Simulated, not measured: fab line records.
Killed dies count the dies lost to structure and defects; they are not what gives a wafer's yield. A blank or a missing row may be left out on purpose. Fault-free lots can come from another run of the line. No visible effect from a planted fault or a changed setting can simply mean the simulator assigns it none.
Chamber matching ; flow nand harc ; 4 sister chambers for NHARC_A_M1_ETCH_35 on rie diel-10
The step etches the open film in N2/H2, target depth 40 nm, overetch 12 nm, time 43.94 s. 4 wafers are shown with their chamber, then 10 later ones without.

## EACH WAFER AND ITS CHAMBER
wafer;chamber;showerhead plenum p Torr (Torr)
L083.3;3;1.98
L083.5;2;2.00
L085.1;0;2.08
L085.3;1;1.93

## WAFERS WHOSE CHAMBER IS MISSING
wafer;showerhead plenum p Torr (Torr)
L085.5;1.98
L093.2;2.08
L093.4;2.00
L093.6;1.98
L092.1;1.99
L092.3;1.98
L092.4;2.08
L094.1;2.08
L094.2;1.99
L094.5;1.99

## WHICH CHAMBER EACH ONE RAN IN
wafer;from the rows above;in truth
L085.5;3;3
L093.2;0;0
L093.4;2;2
L093.6;3;3
L092.1;can't be placed: 2 or 3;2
L092.3;3;3
L092.4;0;0
L094.1;0;0
L094.2;can't be placed: 2 or 3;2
L094.5;can't be placed: 2 or 3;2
Correctly placed: 7 of 10. Unplaceable from these rows: 3, with the true chamber sitting among the candidates in 3. Placed wrongly: 0.
How it was worked out, from the rows above alone: a wafer's distance from a chamber is the root of the sum, over the readings, of the square of ((its reading less the chamber's mean) divided by the reading's scatter). If the next closest chamber is less than 2 further off than the closest, the wafer can't be placed; otherwise it belongs to the closest. For every chamber, the mean is computed from those of its wafers that are shown. The scatter (one wafer shown for each chamber): square how far every hidden wafer sits from the nearest shown wafer, average those squares and take the square root.
